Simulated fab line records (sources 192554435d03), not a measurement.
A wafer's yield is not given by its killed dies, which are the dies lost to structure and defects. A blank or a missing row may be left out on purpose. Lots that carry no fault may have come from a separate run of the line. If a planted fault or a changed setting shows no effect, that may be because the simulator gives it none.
Comparing a struck lot with a sound one	flow n5 finfet	18 out of 1938 route steps
Sound: these wafers, L436.2, L436.3, L436.6. Wafers L441.2, L441.3, L441.6 were the ones struck. Last of all comes the cause.
At each step with rows: each side's tool, then ch and its chambers, then its first start. Under that, the readings that differ: sound wafers	struck wafers	difference of the means	sigmas: that difference in standard deviations of wafers without a fault.
alike: words and numbers the same on both sides, and readings whose means are apart by under 2 such deviations; not compared: readings that were withheld, readings missing a value for some wafer, numbers with overlapping values and no deviation given by the record, and bounds like >300 which may hide the same value.
Wherever a step has rows on one side only, a row that says differs or no value, or a row with sigmas, the two part there. Numbers that don't overlap but have no deviation are shown without sigmas and don't part them. Lack of a reading on every wafer of one side parts them only where that side has two or more wafers.

N5_PASSIVATION_STRIP_14: strips in O2.
  sound on rie diel-02 ch 1,2, day 13 05:29; struck on rie diel-06 ch 0,2, day 15 07:12
  alike: drypump motor current A, oes product au, rf vpp V, showerhead plenum p Torr, throttle valve pct
  not compared: rf hours counter h
N5_PASSIVATION_ETCH_15: etches SiCN in CF4/N2, target depth 75 nm, time 81.2 s.
  sound on rie diel-02 ch 1,2; struck on rie diel-06 ch 0,2
  alike: drypump motor current A, mfc ar sccm, oes product au, rf vpp V, showerhead plenum p Torr, throttle valve pct
  not compared: rf hours counter h
then, 2 steps without rows for these wafers: N5_PASSIVATION_STRIP_73 (strips in post etch residue remover, time 60 s); N5_PASSIVATION_SRD_17 (time 30 s, dry time 30 s).
N5_PASSIVATION_DEGAS_18: time 60 s.
  struck on pvd sputter-02, day 15 08:02; sound on pvd sputter-01, day 13 06:13
  alike: heater power w
N5_PASSIVATION_PRE_CLEAN_19:
  struck on pvd sputter-02, day 15 08:04; sound on pvd sputter-01, day 13 06:15
  alike: heater power w
then, 1 step without rows for these wafers: N5_PASSIVATION_SPUTTER_20 (material TaN, target thk 50 nm).
N5_PASSIVATION_AL_DEP_21: deposits Al, target thk 2800 nm, time 170 s.
  struck on pvd sputter-02, day 15 08:13; sound on pvd sputter-01, day 13 06:23
  alike: cathode dc power W, throttle valve pct
then, 4 steps without rows for these wafers: N5_PASSIVATION_HMDS_23 (time 60 s); N5_PASSIVATION_COAT_24; N5_PASSIVATION_EBR_26; N5_PASSIVATION_SOFTBAKE_25 (time 90 s).
N5_PASSIVATION_EXPOSE_27: exposes mask PAD, defocus 0 nm.
  sound on krf scanner-01 ch 0, day 13 06:49; struck on krf scanner-01 ch 0, day 15 08:31
reading	sound	struck	difference	sigmas
exposure dose mJ cm2	32.30 32.29 32.29	25.53 25.53 25.53	-6.76	-99 or more
  alike: mask
then, 3 steps without rows for these wafers: N5_PASSIVATION_PEB_28; N5_PASSIVATION_DEVELOP_29 (develop time 60 s); N5_PASSIVATION_HARDBAKE_31 (time 120 s).
N5_PASSIVATION_CD_MEAS_30 targets a cd of 4000 nm.
  sound on cd sem-03 ch 0, day 13 06:59; struck on cd sem-01 ch 0, day 15 08:41
reading	sound	struck	difference	sigmas
cd nm (nm)	3999 3997 4000	3962 3960 3956	-39	-12
N5_PASSIVATION_OVL_MEAS_63:
  sound on overlay-02 ch 0, day 13 07:01; struck on overlay-01 ch 0, day 15 08:43
  alike: PAD_OVL

WHERE THEY PART
Last at N5_PASSIVATION_CD_MEAS_30 as far as this record goes, first at N5_PASSIVATION_EXPOSE_27. Later steps at which nothing parts them and some readings are alike: N5_PASSIVATION_OVL_MEAS_63.

WHY: the cause the simulator had injected
Drift in process parameters on krf scanner-01 at N5_PASSIVATION_EXPOSE_27, starting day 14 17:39. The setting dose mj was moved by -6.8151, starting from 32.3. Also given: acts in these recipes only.
